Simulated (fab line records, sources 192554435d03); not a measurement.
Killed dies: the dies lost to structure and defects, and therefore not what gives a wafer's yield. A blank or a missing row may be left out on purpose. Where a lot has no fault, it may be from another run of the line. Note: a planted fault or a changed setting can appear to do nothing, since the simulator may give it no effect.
What tool caused it? :: flow n5 finfet :: 11 lots, 33 wafers sampled, at 5 steps of a route of 1938

## WHAT THE GAUGES READ, wafer by wafer
N5_WELL_APT_CD_MEAS_08: target cd 200 nm. Usual: cd nm at 200.2 nm, with a standard deviation of 1.3.
lot: L905
measured: day 1 13:43
on: cd sem-02
cd nm (nm): 200.8 200.0 199.5
flag: 

lot: L906
measured: day 1 20:10
on: cd sem-01
cd nm (nm): 200.2 201.3 201.6
flag: 

lot: L908
measured: day 2 07:53
on: cd sem-01
cd nm (nm): 202.1 202.6 202.6
flag: 

lot: L909
measured: day 2 13:35
on: cd sem-01
cd nm (nm): 199.9 199.9 198.8
flag: 

lot: L910
measured: day 2 19:46
on: cd sem-01
cd nm (nm): 199.4 199.7 203.2
flag: 

lot: L914
measured: day 3 19:35
on: cd sem-03
cd nm (nm): 200.3 198.7 198.4
flag: 

lot: L916
measured: day 4 07:47
on: cd sem-01
cd nm (nm): 199.2 201.7 199.8
flag: 

lot: L921
measured: day 5 13:54
on: cd sem-02
cd nm (nm): 198.9 199.1 199.4
flag: 

lot: L923
measured: day 6 01:41
on: cd sem-02
cd nm (nm): 199.3 200.9 198.8
flag: 

lot: L927
measured: day 7 02:02
on: cd sem-03
cd nm (nm): 200.4 202.4 201.4
flag: 

lot: L928
measured: day 7 07:34
on: cd sem-02
cd nm (nm): 199.8 201.0 200.4
flag: 

N5_WELL_APT_INSPECT_38: inspects for defects (darkfield). Usual: raw defect count at 14, with a standard deviation of 5.1.
lot: L905
measured: day 1 17:05
on: defect inspect-02
raw defect count: 7 7 17
flag: 

lot: L906
measured: day 1 23:17
on: defect inspect-02
raw defect count: 14 18 13
flag: 

lot: L908
measured: day 2 10:54
on: defect inspect-01
raw defect count: 7 12 2
flag: 

lot: L909
measured: day 2 16:44
on: defect inspect-01
raw defect count: 22 8 18
flag: 

lot: L910
measured: day 2 22:46
on: defect inspect-01
raw defect count: 13 17 18
flag: 

lot: L914
measured: day 3 22:26
on: defect inspect-02
raw defect count: 26 14 17
flag: 

lot: L916
measured: day 4 11:34
on: defect inspect-02
raw defect count: 10 12 16
flag: 

lot: L921
measured: day 5 16:51
on: defect inspect-02
raw defect count: 12 13 12
flag: 

lot: L923
measured: day 6 04:40
on: defect inspect-01
raw defect count: 9 4 6
flag: 

lot: L927
measured: day 7 05:30
on: defect inspect-01
raw defect count: 10 13 13
flag: 

lot: L928
measured: day 7 10:26
on: defect inspect-02
raw defect count: 18 16 10
flag: 

N5_PMOS_HMC_CHANNEL_EPI_OVL_MEAS_10. Usual: PMOS_HMC_BLK_OVL gives 0.9 nm (standard deviation 0.92).
lot: L905
measured: day 1 17:26
on: overlay-02
PMOS_HMC_BLK_OVL (nm): 0.2 0.6 0.0
flag: 

lot: L906
measured: day 1 23:45
on: overlay-02
PMOS_HMC_BLK_OVL (nm): 2.0 2.8 1.9
flag: 

lot: L908
measured: day 2 11:16
on: overlay-01
PMOS_HMC_BLK_OVL (nm): 1.4 1.8 2.8
flag: 

lot: L909
measured: day 2 17:12
on: overlay-01
PMOS_HMC_BLK_OVL (nm): 0.3 1.1 0.1
flag: 

lot: L910
measured: day 2 23:14
on: overlay-02
PMOS_HMC_BLK_OVL (nm): 0.1 1.3 1.1
flag: 

lot: L914
measured: day 3 22:54
on: overlay-02
PMOS_HMC_BLK_OVL (nm): 1.7 1.3 1.6
flag: 

lot: L916
measured: day 4 12:03
on: overlay-01
PMOS_HMC_BLK_OVL (nm): 0.5 0.6 -1.3
flag: 

lot: L921
measured: day 5 17:19
on: overlay-02
PMOS_HMC_BLK_OVL (nm): 0.1 -0.1 1.0
flag: 

lot: L923
measured: day 6 05:08
on: overlay-02
PMOS_HMC_BLK_OVL (nm): 2.9 1.3 0.9
flag: 

lot: L927
measured: day 7 05:58
on: overlay-02
PMOS_HMC_BLK_OVL (nm): 1.1 1.8 1.3
flag: 

lot: L928
measured: day 7 10:48
on: overlay-01
PMOS_HMC_BLK_OVL (nm): 0.6 0.4 1.1
flag: 

N5_BEOL_M4_RC_MEAS_101. Usual: DIBL_N 35.8 mV/V, standard deviation 1.5; DIBL_P 35.8 mV/V, standard deviation 1.7; IOFF_N 0.151 nA/um, standard deviation 0.022; IOFF_P 0.204 nA/um, standard deviation 0.027; ION_N 673 uA/um, standard deviation 8.6; ION_P 462 uA/um, standard deviation 5.4; RS_NWELL 1036 ohm/sq, standard deviation 6.2; SS_N 71.4 mV/dec, standard deviation 0.54; SS_P 73.3 mV/dec, standard deviation 0.56; VT_N 250.5 mV, standard deviation 2.6; VT_P -251 mV, standard deviation 3.1.
lot: L905
measured: day 8 06:47
on: prober-01
DIBL_N (mV/V): 38.2 35.8 35.6
DIBL_P (mV/V): 37.5 35.9 35.2
IOFF_N (nA/um): 0.189 0.159 0.153
IOFF_P (nA/um): 0.202 0.170 0.171
ION_N (uA/um): 675 684 670
ION_P (uA/um): 452 457 454
RS_NWELL (ohm/sq): 1023 1040 1042
SS_N (mV/dec): 71.7 71.4 71.3
SS_P (mV/dec): 74.4 73.3 73.4
VT_N (mV): 250.0 247.6 249.0
VT_P (mV): -250 -254 -253
flag: 

lot: L906
measured: day 9 03:01
on: prober-01
DIBL_N (mV/V): 36.7 38.6 35.3
DIBL_P (mV/V): 36.4 38.9 34.2
IOFF_N (nA/um): 0.153 0.196 0.126
IOFF_P (nA/um): 0.202 0.240 0.182
ION_N (uA/um): 689 686 673
ION_P (uA/um): 467 472 462
RS_NWELL (ohm/sq): 1030 1035 1021
SS_N (mV/dec): 71.5 71.4 70.3
SS_P (mV/dec): 73.5 74.0 72.3
VT_N (mV): 251.2 245.2 252.9
VT_P (mV): -252 -247 -250
flag: 

lot: L908
measured: day 9 04:58
on: prober-02
DIBL_N (mV/V): 35.3 35.8 37.2
DIBL_P (mV/V): 37.1 37.9 39.1
IOFF_N (nA/um): 0.145 0.164 0.180
IOFF_P (nA/um): 0.209 0.219 0.228
ION_N (uA/um): 673 684 675
ION_P (uA/um): 460 470 462
RS_NWELL (ohm/sq): 1033 1036 1031
SS_N (mV/dec): 72.4 71.9 71.2
SS_P (mV/dec): 73.7 73.7 74.0
VT_N (mV): 251.0 247.8 246.9
VT_P (mV): -248 -249 -250
flag: 

lot: L909
measured: day 9 09:43
on: prober-01
DIBL_N (mV/V): 35.7 37.4 36.9
DIBL_P (mV/V): 35.7 38.1 38.1
IOFF_N (nA/um): 0.134 0.174 0.166
IOFF_P (nA/um): 0.195 0.230 0.226
ION_N (uA/um): 666 678 674
ION_P (uA/um): 460 464 465
RS_NWELL (ohm/sq): 1035 1035 1043
SS_N (mV/dec): 70.8 72.0 71.2
SS_P (mV/dec): 73.8 73.9 73.9
VT_N (mV): 251.8 247.8 247.5
VT_P (mV): -251 -248 -248
flag: 

lot: L910
measured: day 9 13:22
on: prober-02
DIBL_N (mV/V): 35.3 35.6 35.8
DIBL_P (mV/V): 34.4 34.9 35.2
IOFF_N (nA/um): 0.133 0.142 0.139
IOFF_P (nA/um): 0.209 0.221 0.221
ION_N (uA/um): 668 658 658
ION_P (uA/um): 463 460 464
RS_NWELL (ohm/sq): 1034 1046 1041
SS_N (mV/dec): 71.6 71.7 71.1
SS_P (mV/dec): 73.5 73.2 72.9
VT_N (mV): 251.0 251.5 251.9
VT_P (mV): -248 -250 -248
flag: 

lot: L914
measured: day 10 15:25
on: prober-01
DIBL_N (mV/V): 36.2 35.1 36.1
DIBL_P (mV/V): 36.6 35.4 35.4
IOFF_N (nA/um): 0.162 0.136 0.149
IOFF_P (nA/um): 0.206 0.191 0.187
ION_N (uA/um): 677 669 672
ION_P (uA/um): 460 462 457
RS_NWELL (ohm/sq): 1428 1434 1422
SS_N (mV/dec): 72.1 72.1 71.4
SS_P (mV/dec): 73.0 72.4 73.0
VT_N (mV): 248.5 253.7 251.0
VT_P (mV): -249 -251 -253
flag: OFF

lot: L916
measured: day 11 01:07
on: prober-02
DIBL_N (mV/V): 36.6 34.6 35.2
DIBL_P (mV/V): 37.6 35.6 35.7
IOFF_N (nA/um): 0.159 0.127 0.128
IOFF_P (nA/um): 0.189 0.160 0.156
ION_N (uA/um): 673 670 653
ION_P (uA/um): 456 459 455
RS_NWELL (ohm/sq): 1419 1434 1429
SS_N (mV/dec): 72.3 71.2 70.8
SS_P (mV/dec): 73.7 73.6 73.2
VT_N (mV): 249.8 254.3 255.9
VT_P (mV): -254 -256 -258
flag: OFF

lot: L921
measured: day 12 04:54
on: prober-02
DIBL_N (mV/V): 35.3 35.0 35.6
DIBL_P (mV/V): 35.3 34.6 35.6
IOFF_N (nA/um): 0.163 0.152 0.161
IOFF_P (nA/um): 0.191 0.175 0.190
ION_N (uA/um): 676 676 665
ION_P (uA/um): 464 460 454
RS_NWELL (ohm/sq): 1036 1039 1040
SS_N (mV/dec): 70.1 71.7 72.0
SS_P (mV/dec): 73.3 72.3 72.9
VT_N (mV): 248.6 249.7 249.3
VT_P (mV): -249 -254 -252
flag: 

lot: L923
measured: day 13 06:08
on: prober-02
DIBL_N (mV/V): 34.0 33.1 32.6
DIBL_P (mV/V): 35.5 34.0 32.9
IOFF_N (nA/um): 0.165 0.133 0.132
IOFF_P (nA/um): 0.218 0.186 0.181
ION_N (uA/um): 681 673 668
ION_P (uA/um): 469 463 462
RS_NWELL (ohm/sq): 1034 1040 1042
SS_N (mV/dec): 71.8 71.9 71.5
SS_P (mV/dec): 73.3 73.2 72.8
VT_N (mV): 251.1 253.3 251.0
VT_P (mV): -248 -255 -252
flag: 

lot: L927
measured: day 13 16:02
on: prober-02
DIBL_N (mV/V): 35.6 36.6 36.2
DIBL_P (mV/V): 34.9 36.5 35.5
IOFF_N (nA/um): 0.128 0.145 0.137
IOFF_P (nA/um): 0.158 0.184 0.164
ION_N (uA/um): 664 664 670
ION_P (uA/um): 450 461 460
RS_NWELL (ohm/sq): 1034 1022 1042
SS_N (mV/dec): 71.2 71.8 70.7
SS_P (mV/dec): 72.5 72.6 73.4
VT_N (mV): 251.8 250.5 250.4
VT_P (mV): -256 -252 -254
flag: 

lot: L928
measured: day 14 08:23
on: prober-01
DIBL_N (mV/V): 35.3 36.9 35.5
DIBL_P (mV/V): 34.7 36.3 35.1
IOFF_N (nA/um): 0.133 0.159 0.136
IOFF_P (nA/um): 0.178 0.211 0.187
ION_N (uA/um): 662 670 660
ION_P (uA/um): 455 460 458
RS_NWELL (ohm/sq): 1035 1034 1027
SS_N (mV/dec): 70.6 71.9 71.2
SS_P (mV/dec): 72.8 74.2 72.3
VT_N (mV): 254.3 251.2 253.6
VT_P (mV): -255 -252 -252
flag: 

## WHICH TOOL RAN EACH LOT (tool, then ch and the chambers of the sampled wafers, then the start)
lot: L905
N5_WELL_APT_IMPLANT_14: implanter-02 ch 0, day 1 14:08

lot: L906
N5_WELL_APT_IMPLANT_14: implanter-01 ch 0, day 1 20:23

lot: L908
N5_WELL_APT_IMPLANT_14: implanter-01 ch 0, day 2 08:04

lot: L909
N5_WELL_APT_IMPLANT_14: implanter-02 ch 0, day 2 13:46

lot: L910
N5_WELL_APT_IMPLANT_14: implanter-01 ch 0, day 2 20:09

lot: L914
N5_WELL_APT_IMPLANT_14: implanter-02 ch 0, day 3 19:47

lot: L916
N5_WELL_APT_IMPLANT_14: implanter-02 ch 0, day 4 08:19

lot: L921
N5_WELL_APT_IMPLANT_14: implanter-01 ch 0, day 5 14:10

lot: L923
N5_WELL_APT_IMPLANT_14: implanter-01 ch 0, day 6 01:56

lot: L927
N5_WELL_APT_IMPLANT_14: implanter-01 ch 0, day 7 02:15

lot: L928
N5_WELL_APT_IMPLANT_14: implanter-02 ch 0, day 7 07:47
- N5_WELL_APT_IMPLANT_14

## WHAT THE TOOLS THEMSELVES READ (means of the sampled wafers that have a number; where no wafer has one, the mark that the record gives instead)
N5_WELL_APT_IMPLANT_14. Usual: dose ions cm2 1.4997e+13, standard deviation 1.6e+10; faraday current uA 191, standard deviation 4.
lot: L905
tool: implanter-02
dose ions cm2: 1.5019e+13
faraday current uA: 192
flag: 

lot: L906
tool: implanter-01
dose ions cm2: 1.4989e+13
faraday current uA: 186
flag: 

lot: L908
tool: implanter-01
dose ions cm2: 1.4998e+13
faraday current uA: 191
flag: 

lot: L909
tool: implanter-02
dose ions cm2: 1.4991e+13
faraday current uA: 190
flag: 

lot: L910
tool: implanter-01
dose ions cm2: 1.4988e+13
faraday current uA: 191
flag: 

lot: L914
tool: implanter-02
dose ions cm2: 8.4840e+12
faraday current uA: 108
flag: OFF

lot: L916
tool: implanter-02
dose ions cm2: 8.4893e+12
faraday current uA: 109
flag: OFF

lot: L921
tool: implanter-01
dose ions cm2: 1.5002e+13
faraday current uA: 190
flag: 

lot: L923
tool: implanter-01
dose ions cm2: 1.4995e+13
faraday current uA: 193
flag: 

lot: L927
tool: implanter-01
dose ions cm2: 1.4995e+13
faraday current uA: 194
flag: 

lot: L928
tool: implanter-02
dose ions cm2: 1.4998e+13
faraday current uA: 187
flag: 

## THE ANSWER, worked out from the rows above alone
Rule: lot off if the mean of its wafers having a number is beyond 3 standard deviations from the usual mean. Also off: a lot with no number at a reading for which 4 or more lots have one. Where the step has rows for the other lots, those lots are counted as sound. First the gauges in route order, then the tools' own readings, where a lot's mean is used as printed above. At the first step where some lot is off, the reading lying furthest off is the one used; lots without a number count as furthest.
Off: L914, L916, at N5_BEOL_M4_RC_MEAS_101 (RS_NWELL).
If a tool, at a process step before that reading, ran all the lots that are off and no sound lot after the first of them, it fits. The gauges at N5_BEOL_M4_RC_MEAS_101 aren't tried: what is off there is off at N5_WELL_APT_IMPLANT_14 too, on other tools, and a gauge's error can't cause that. No candidate that was tried fits.

## WHAT THE SIMULATOR HAD INSERTED
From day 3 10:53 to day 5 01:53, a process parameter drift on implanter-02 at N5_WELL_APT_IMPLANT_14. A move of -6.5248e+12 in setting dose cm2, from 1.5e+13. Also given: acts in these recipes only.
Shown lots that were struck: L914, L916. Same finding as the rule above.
